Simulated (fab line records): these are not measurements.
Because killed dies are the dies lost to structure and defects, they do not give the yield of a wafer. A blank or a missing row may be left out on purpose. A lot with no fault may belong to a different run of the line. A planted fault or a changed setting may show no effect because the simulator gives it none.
Which tool was responsible? + flow nand_harc + 10 lots with 30 wafers sampled at 5 steps, on a route of 1159 steps

== WHAT THE GAUGES SHOWED, per wafer ==
NHARC_P_M0_CD_MEAS_09: the cd target is 90 nm.
| lot  | measured     | on        | cd_nm (nm)     |
|------|--------------|-----------|----------------|
| L332 | day 5 19:15  | cd_sem-02 | 89.8 90.0 89.5 |
| L334 | day 6 16:46  | cd_sem-02 | 89.7 88.7 89.8 |
| L333 | day 6 17:53  | cd_sem-03 | 89.9 90.5 89.2 |
| L336 | day 6 19:56  | cd_sem-02 | 89.2 89.8 88.9 |
| L337 | day 7 01:59  | cd_sem-03 | 89.1 89.2 88.9 |
| L342 | day 8 01:16  | cd_sem-02 | 90.1 89.9 89.0 |
| L341 | day 8 03:41  | cd_sem-03 | 89.6 90.0 89.6 |
| L343 | day 9 06:46  | cd_sem-01 | 89.6 89.5 89.9 |
| L352 | day 10 17:56 | cd_sem-03 | 92.9 92.9 93.6 |
| L353 | day 11 01:11 | cd_sem-01 | 92.0 92.5 92.7 |

== TOOL THAT RAN EACH LOT (tool first, then ch and the chambers of the sampled wafers, then the start) ==
| lot  | NHARC_P_CONTACT_ETCH_31                       | NHARC_P_CONTACT_DEGAS_38     | NHARC_P_CONTACT_CMP_24        | NHARC_P_M0_EXPOSE_06               |
|------|-----------------------------------------------|------------------------------|-------------------------------|------------------------------------|
| L332 | rie_diel-06 ch 0,2, day 5 16:50 or earlier    | pvd_sputter-03, day 5 16:50  | cmp-02 ch 0,3, day 5 17:58    | arfi_scanner-03 ch 0, day 5 19:06  |
| L334 | rie_diel-06 ch 0,1,3, day 6 09:13 or earlier  | pvd_sputter-03, day 6 09:13  | cmp-02 ch 0,1,2, day 6 15:31  | arfi_scanner-02 ch 0, day 6 16:38  |
| L333 | rie_diel-09 ch 0,3, day 6 14:25 or earlier    | pvd_sputter-01, day 6 14:25  | cmp-04 ch 0,1,2, day 6 16:38  | arfi_scanner-01 ch 0, day 6 17:45  |
| L336 | rie_diel-09 ch 0,1,2, day 6 15:02 or earlier  | pvd_sputter-03, day 6 15:02  | cmp-04 ch 0,1,3, day 6 18:35  | arfi_scanner-01 ch 0, day 6 19:48  |
| L337 | rie_diel-09 ch 1,2,3, day 6 23:43 or earlier  | pvd_sputter-02, day 6 23:43  | cmp-01 ch 1,2,3, day 7 00:48  | arfi_scanner-01 ch 0, day 7 01:51  |
| L342 | rie_diel-09 ch 1,3, day 7 20:05 or earlier    | pvd_sputter-03, day 7 20:05  | cmp-02 ch 0,2, day 7 23:58    | arfi_scanner-01 ch 0, day 8 01:08  |
| L341 | rie_diel-09 ch 0,1,3, day 7 21:07 or earlier  | pvd_sputter-02, day 7 21:07  | cmp-04 ch 0,1,3, day 8 02:26  | arfi_scanner-03 ch 0, day 8 03:33  |
| L343 | rie_diel-09 ch 0,1,3, day 9 03:35 or earlier  | pvd_sputter-03, day 9 03:35  | cmp-04 ch 0,1,2, day 9 05:31  | arfi_scanner-02 ch 0, day 9 06:38  |
| L352 | rie_diel-09 ch 0,1,2, day 10 15:31 or earlier | pvd_sputter-03, day 10 15:31 | cmp-04 ch 0,1,2, day 10 16:41 | arfi_scanner-01 ch 0, day 10 17:47 |
| L353 | rie_diel-09 ch 1,2,3, day 10 22:50 or earlier | pvd_sputter-03, day 10 22:50 | cmp-04 ch 1,2,3, day 11 00:02 | arfi_scanner-01 ch 0, day 11 01:02 |
- NHARC_P_CONTACT_ETCH_31: etches the open film in CH3F/O2, target depth 30 nm, time 85.7 s.
- NHARC_P_CONTACT_DEGAS_38: time 60 s.
- NHARC_P_CONTACT_CMP_24: polishes, t overpolish 30 s, target thk 200 nm.
- NHARC_P_M0_EXPOSE_06: exposes mask P M0, target cd 90 nm.

== THE ANSWER, worked out from the rows above alone ==
Rule: what is usual is taken from the lots themselves. The widest of any qualifying gaps counts: lots, ordered by their means at a reading, are off when they make up no more than a third of the lots, leave a main group of 4 or more, and stand apart from it by 3 or more times the standard deviation of that group's means. A main group whose means are all the same, to the digits that the tables above print for the reading, isn't used. Also off: a lot with no number at a reading for which 4 or more lots have one. All remaining lots with rows at the step are treated as sound.
Off: L352, L353, at NHARC_P_M0_CD_MEAS_09 (cd_nm). The main group has a mean of 89.6 nm with a standard deviation of 0.26.
If a tool, at a process step before that reading, ran all the lots that are off and no sound lot after the first of them, it fits. Gauges at NHARC_P_M0_CD_MEAS_09: tried the same way as those tools. NHARC_P_CONTACT_ETCH_31: start missing for some lots; hours and lot order therefore follow NHARC_P_CONTACT_DEGAS_38. Can't be told from this: 4 tools fit, rie_diel-09 at NHARC_P_CONTACT_ETCH_31, pvd_sputter-03 at NHARC_P_CONTACT_DEGAS_38, cmp-04 at NHARC_P_CONTACT_CMP_24, arfi_scanner-01 at NHARC_P_M0_EXPOSE_06.

== WHAT THE SIMULATOR PUT IN ==
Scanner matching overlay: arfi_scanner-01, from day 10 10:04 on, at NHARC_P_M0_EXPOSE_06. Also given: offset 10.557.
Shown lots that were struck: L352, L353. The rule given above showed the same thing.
